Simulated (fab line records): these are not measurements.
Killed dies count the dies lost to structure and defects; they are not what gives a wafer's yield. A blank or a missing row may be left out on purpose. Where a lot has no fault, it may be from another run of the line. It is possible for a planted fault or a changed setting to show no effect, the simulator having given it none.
2 desks looking at one fault / flow nand_harc / each desk holds nothing but its own numbers, with what lay behind them at the end

## THE DEFECT DESK
Counts from the inspections along the route, per lot, as means over the sampled wafers that have a number. The brackets show how far a lot's mean lies from the usual mean; more than 4 standard deviations puts the lot out of limits, marked OUT.
Columns: A = raw_defect_count at NHARC_P_BONDPAD_INSPECT_23, usual 317
lot=L325; first seen here=day 6 15:09; A=369
lot=L326; first seen here=day 7 07:39; A=286
lot=L328; first seen here=day 8 01:32; A=305
lot=L329; first seen here=day 8 07:07; A=379
lot=L330; first seen here=day 9 03:04; A=318
lot=L332; first seen here=day 9 19:56; A=248
lot=L338; first seen here=day 12 02:32; A=345
lot=L339; first seen here=day 12 20:47; A=276
lot=L340; first seen here=day 13 00:05; A=333
lot=L342; first seen here=day 14 08:08; A=311
lot=L344; first seen here=day 14 20:04; A=322
lot=L346; first seen here=day 15 07:39; A=296
lot=L348; first seen here=day 15 23:59; A=724
lot=L347; first seen here=day 16 00:55; A=186
Finding of this desk: none of the 14 lots has anything out of limits.

## AT THE METROLOGY DESK
Lot by lot, what the gauges showed, no matter which tool ran the lot: averages of those sampled wafers that carry a number. The brackets show how far a lot's mean lies from the usual mean; more than 4 standard deviations puts the lot out of limits, marked OUT.
Columns: A = cd_nm at NHARC_P_BONDPAD_CD_MEAS_13, usual 499.5 nm; B = thk_nm at NHARC_A_SOURCE_PLATE_THK_MEAS_06, usual 200.4 nm; C = thk_nm at NHARC_A_ONON_D1_THK_MEAS_08, usual 1002 nm
lot=L325; first seen here=day 6 12:54; A=500.3; B=198.9; C=985
lot=L326; first seen here=day 7 05:26; A=498.3; B=201.3; C=998
lot=L328; first seen here=day 7 23:19; A=499.3; B=201.7; C=1002
lot=L329; first seen here=day 8 04:50; A=499.3; B=202.4; C=1154 (+18) OUT
lot=L330; first seen here=day 9 00:48; A=500.3; B=200.3; C=1171 (+20) OUT
lot=L332; first seen here=day 9 17:42; A=499.4; B=200.7; C=1152 (+18) OUT
lot=L338; first seen here=day 12 00:17; A=498.2; B=201.3; C=1006
lot=L339; first seen here=day 12 18:31; A=499.2; B=198.9; C=1002
lot=L340; first seen here=day 12 21:49; A=496.2; B=200.3; C=1004
lot=L342; first seen here=day 14 05:50; A=498.6; B=199.7; C=1010
lot=L344; first seen here=day 14 17:44; A=499.8; B=201.5; C=992
lot=L346; first seen here=day 15 05:24; A=502.5; B=199.1; C=1003
lot=L348; first seen here=day 15 21:43; A=498.6; B=199.4; C=994
lot=L347; first seen here=day 15 22:20; A=499.7; B=201.0; C=1019
This desk's finding: out of limits on L329, L330, L332; first on L329, day 9 07:56 (thk_nm at NHARC_A_ONON_D1_THK_MEAS_08). In limits: L325, L326, L328, L338, L339, L340, L342, L344, L346, L348, L347.

## ALL TOGETHER
On L329, L330, L332, the metrology desk was in a position to raise an alarm at day 9 07:56.
No out-of-limits result turned up at the defect desk.
The defect desk has L329, L330, L332 on record, within its limits.
Every lot named ran NHARC_A_ONON_D1_DEP_06 on pecvd_onon-01.

## WHAT THE SIMULATOR HAD INSERTED
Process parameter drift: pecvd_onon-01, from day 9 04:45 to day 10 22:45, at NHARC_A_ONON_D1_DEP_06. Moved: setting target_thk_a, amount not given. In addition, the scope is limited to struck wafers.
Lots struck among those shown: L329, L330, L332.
Per desk, hours elapsed from the start of the fault to the first reading out of limits: for the metrology desk, 3.
